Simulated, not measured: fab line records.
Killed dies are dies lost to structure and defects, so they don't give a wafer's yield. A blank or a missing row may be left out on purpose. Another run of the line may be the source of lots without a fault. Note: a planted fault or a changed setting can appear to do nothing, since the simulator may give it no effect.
Chamber matching ; flow nand_harc ; NHARC_P_GATE_STRIP_101 on rie_diel-04: 3 sister chambers
The step strips in O2, time 20 s. 3 wafers are shown with their chamber, then 5 later ones without.

== WAFERS, EACH WITH ITS CHAMBER ==
wafer;chamber;showerhead_plenum_p_Torr (Torr)
L085.1;3;3.71
L085.2;0;3.50
L085.3;1;3.53

== WAFERS WHOSE CHAMBER IS MISSING ==
wafer;showerhead_plenum_p_Torr (Torr)
L090.1;3.50
L090.3;3.52
L090.6;3.71
L092.4;3.71
L095.1;3.52

== WHICH CHAMBER EACH ONE RAN IN ==
wafer;from the rows above;in truth
L090.1;0;0
L090.3;can't be placed: 1 or 0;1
L090.6;3;3
L092.4;3;3
L095.1;can't be placed: 1 or 0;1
Correct placement for 3 of the 5. From these rows, 2 cannot be placed; in 2 the true chamber is one of the candidates. Placed wrongly: 0.
How it was worked out, from the rows above alone: a wafer's distance from a chamber is the root of the sum, over the readings, of the square of ((its reading less the chamber's mean) divided by the reading's scatter). If the next closest chamber is less than 2 further off than the closest, the wafer can't be placed; otherwise it belongs to the closest. The mean given for a chamber averages the wafers shown for that chamber. The scatter (one wafer shown for each chamber): square how far every hidden wafer sits from the nearest shown wafer, average those squares and take the square root.
